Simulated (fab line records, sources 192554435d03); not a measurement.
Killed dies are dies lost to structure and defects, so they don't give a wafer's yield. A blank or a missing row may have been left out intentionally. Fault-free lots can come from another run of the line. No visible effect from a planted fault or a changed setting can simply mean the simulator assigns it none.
Chamber matching + flow n5_finfet + 4 sister chambers for N5_BEOL_M10_ETCH_65 on rie_diel-06
The step etches SiARC in CF4, target depth 39 nm, time 65 s. 14 wafers are shown with their chamber, then 7 later ones without.

## EACH WAFER AND ITS CHAMBER
| wafer  | chamber | drypump_motor_current_A (A) | throttle_valve_pct (%) | oes_product_au (a.u.) |
|--------|---------|-----------------------------|------------------------|-----------------------|
| L079.1 | 3       | 5.5                         | 15.61                  | 0.70                  |
| L079.4 | 2       | 5.5                         | 15.89                  | 0.61                  |
| L079.5 | 1       | 6.2                         | 15.78                  | 0.72                  |
| L085.1 | 2       | 5.5                         | 15.91                  | 0.59                  |
| L085.4 | 0       | 5.7                         | 15.31                  | 0.77                  |
| L085.5 | 1       | 6.1                         | 15.80                  | 0.72                  |
| L087.1 | 2       | 5.5                         | 15.92                  | 0.58                  |
| L087.5 | 0       | 5.7                         | 15.32                  | 0.76                  |
| L087.6 | 1       | 6.2                         | 15.83                  | 0.71                  |
| L091.2 | 2       | 5.5                         | 15.94                  | 0.59                  |
| L091.4 | 1       | 6.2                         | 15.85                  | 0.70                  |
| L091.6 | 3       | 5.5                         | 15.65                  | 0.68                  |
| L093.2 | 1       | 6.2                         | 15.85                  | 0.70                  |
| L093.4 | 2       | 5.5                         | 15.95                  | 0.59                  |

SIGNATURES (means of the wafers above)
| reading                 | chamber 0 | chamber 1 | chamber 2 | chamber 3 | scatter within a chamber |
|-------------------------|-----------|-----------|-----------|-----------|--------------------------|
| drypump_motor_current_A | 5.700     | 6.180     | 5.500     | 5.500     | 0.0283                   |
| throttle_valve_pct      | 15.3150   | 15.8220   | 15.9220   | 15.6300   | 0.0265                   |
| oes_product_au          | 0.7650    | 0.7100    | 0.5920    | 0.6900    | 0.0106                   |
Rule: a wafer lies at a distance from a chamber equal to the root of the sum of squares, over the readings, of (its reading less the chamber's mean, divided by the reading's scatter). If the next closest chamber is less than 2 further off than the closest, the wafer can't be placed; otherwise it belongs to the closest. The scatter: the root of (the sum of the squares of (reading less its chamber's mean) over the shown wafers, divided by (wafers less chambers)).

## WAFERS MISSING THEIR CHAMBER
| wafer  | drypump_motor_current_A (A) | throttle_valve_pct (%) | oes_product_au (a.u.) |
|--------|-----------------------------|------------------------|-----------------------|
| L093.5 | 5.5                         | 15.95                  | 0.59                  |
| L094.1 | 5.7                         | 15.34                  | 0.74                  |
| L094.4 | 5.5                         | 15.67                  | 0.67                  |
| L094.5 | 5.5                         | 15.68                  | 0.67                  |
| L095.2 | 5.7                         | 15.34                  | 0.74                  |
| L095.5 | 5.5                         | 15.95                  | 0.58                  |
| L095.6 | 5.5                         | 15.67                  | 0.67                  |

## WHICH CHAMBER EACH ONE RAN IN
| wafer  | from the rows above | in truth |
|--------|---------------------|----------|
| L093.5 | 2                   | 2        |
| L094.1 | 0                   | 0        |
| L094.4 | 3                   | 3        |
| L094.5 | 3                   | 3        |
| L095.2 | 0                   | 0        |
| L095.5 | 2                   | 2        |
| L095.6 | 3                   | 3        |
Correct placement for 7 of the 7. Left unplaced by these rows: 0. Placed wrongly: 0.
